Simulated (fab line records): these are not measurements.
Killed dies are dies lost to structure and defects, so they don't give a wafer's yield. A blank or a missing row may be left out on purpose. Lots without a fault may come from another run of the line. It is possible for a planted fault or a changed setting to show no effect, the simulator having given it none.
A lot that was struck, set against a sound lot ; flow nandHarc ; 17 out of 1159 route steps
Sound: the wafers L950.1, L950.3, L950.5. Struck: wafer L941.1. (L941.3, L941.5 of the same lot were not struck and are left out.) The cause comes at the end.
Each step with rows lists, per side, the tool, then ch with its chambers, then its first start. Under that, the readings that differ: sound wafers ; struck wafers ; difference of the means ; sigmas: that difference in standard deviations of wafers without a fault.
alike: same words and numbers on both sides, and readings whose means sit less than 2 such deviations apart. not compared: any withheld reading, any reading some wafer has no value for, any bound like >300 that may hide the same value, and any number with overlapping values for which the record gives no deviation.
Wherever a step has rows on one side only, a row that says differs or no value, or a row with sigmas, the two part there. Non-overlapping numbers with no deviation appear without sigmas and do not part them. A reading missing from all wafers of one side parts the sides only when that side holds two or more wafers.

NHARC_A_SGD_CUT_CD_MEAS_09: the cd target is 100 nm.
  sound on cdSem-02 ch 0, day 18 14:29; struck on cdSem-03 ch 0, day 15 22:11
  alike: cdNm
NHARC_A_SGD_CUT_OVL_MEAS_10:
  struck on overlay-02, day 15 22:17; sound on overlay-01, day 18 14:34
reading;sound;struck;difference;sigmas
overlayXNm (nm);-0.5 0.0 0.4;-2.7;-2.7;-3
  alike: overlayYNm
NHARC_A_SGD_CUT_INSPECT_11:
  struck on defectInspect-02, day 15 22:19; sound on defectInspect-02, day 18 14:37
  alike: rawDefectCount
NHARC_A_SGD_CUT_DESCUM_14: chemistry O2, time 3 s.
  sound on rieDiel-08 ch 0,1,3, day 18 14:41; struck on rieDiel-11 ch 0, day 15 22:23
  alike: drypumpMotorCurrentA, oesProductAu, rfVppV, showerheadPlenumPTorr, throttleValvePct
  not compared: rfHoursCounterH
NHARC_A_SGD_CUT_ETCH_58: etches the open film in CF4, target depth 39 nm, time 65 s.
  sound on rieDiel-08 ch 0,1,3, day 18 14:46; struck on rieDiel-11 ch 2, day 15 22:28
  alike: cf4FlowSccm, drypumpMotorCurrentA, oesProductAu, rfVppV, showerheadPlenumPTorr, throttleValvePct
  not compared: rfHoursCounterH
then, 2 steps without rows for these wafers: NHARC_A_SGD_CUT_ETCH_59 (etches the open film in N2/H2, target depth 260 nm, time 406.25 s); NHARC_A_SGD_CUT_ETCH_15 (etches the open film in CH3F/O2, target depth 75 nm, time 64.3 s).
NHARC_A_SGD_CUT_ETCH_16: etches the open film in C4F8/O2/Ar, target depth 310.5 nm, time 155.2 s.
  sound: rieDiel-08 ch 1,3; struck: rieDiel-11 ch 2
  alike: oesProductAu, rfVppV
  not compared: rfHoursCounterH
then, 1 step without rows for these wafers: NHARC_A_SGD_CUT_STRIP_60 (strips in C4F8/O2/Ar).
NHARC_A_SGD_CUT_STRIP_17: strips in O2.
  sound: rieDiel-08 ch 0,1; struck: rieDiel-11 ch 0
reading;sound;struck;difference;sigmas
showerheadPlenumPTorr (Torr);3.74 3.47 3.74;3.33;-0.32;-2
  alike: drypumpMotorCurrentA, oesProductAu, rfVppV, throttleValvePct
  not compared: rfHoursCounterH
then, 2 steps without rows for these wafers: NHARC_A_SGD_CUT_PRECLEAN_18 (cleans in SC1); NHARC_A_SGD_CUT_SRD_19.
NHARC_A_SGD_CUT_DEP_20: deposits SiO2, target thk 150 nm.
  sound on fcvd-01 ch 0,1, day 18 15:58; struck on fcvd-02 ch 0, day 15 23:35
then, 1 step without rows for these wafers: NHARC_A_SGD_CUT_ANNEAL_27 (time 1800 s).
NHARC_A_SGD_CUT_CMP_21: polishes, target thk 148.19 nm.
  sound on cmp-04 ch 0,3, day 18 18:10; struck on cmp-03 ch 0, day 16 05:37
reading;sound;struck;difference;sigmas
motorCurrentA (A);12.2 13.0 12.6;10.1;-2.5;-2
  alike: timeToEndpointS
NHARC_A_SGD_CUT_THK_MEAS_22: measures by ellipsometry.
  struck on filmMetro-02, day 16 05:51; sound on filmMetro-02, day 18 18:25
reading;sound;struck;difference;sigmas
thkNm (nm);149.7 145.9 147.0;140.3;-7.2;-5
then, 1 step without rows for these wafers: NHARC_A_SGD_CUT_SRD_23.

## WHERE THEY PART
Last at NHARC_A_SGD_CUT_THK_MEAS_22 as far as this record goes, first at NHARC_A_SGD_CUT_OVL_MEAS_10.

WHY: whatever the simulator had introduced
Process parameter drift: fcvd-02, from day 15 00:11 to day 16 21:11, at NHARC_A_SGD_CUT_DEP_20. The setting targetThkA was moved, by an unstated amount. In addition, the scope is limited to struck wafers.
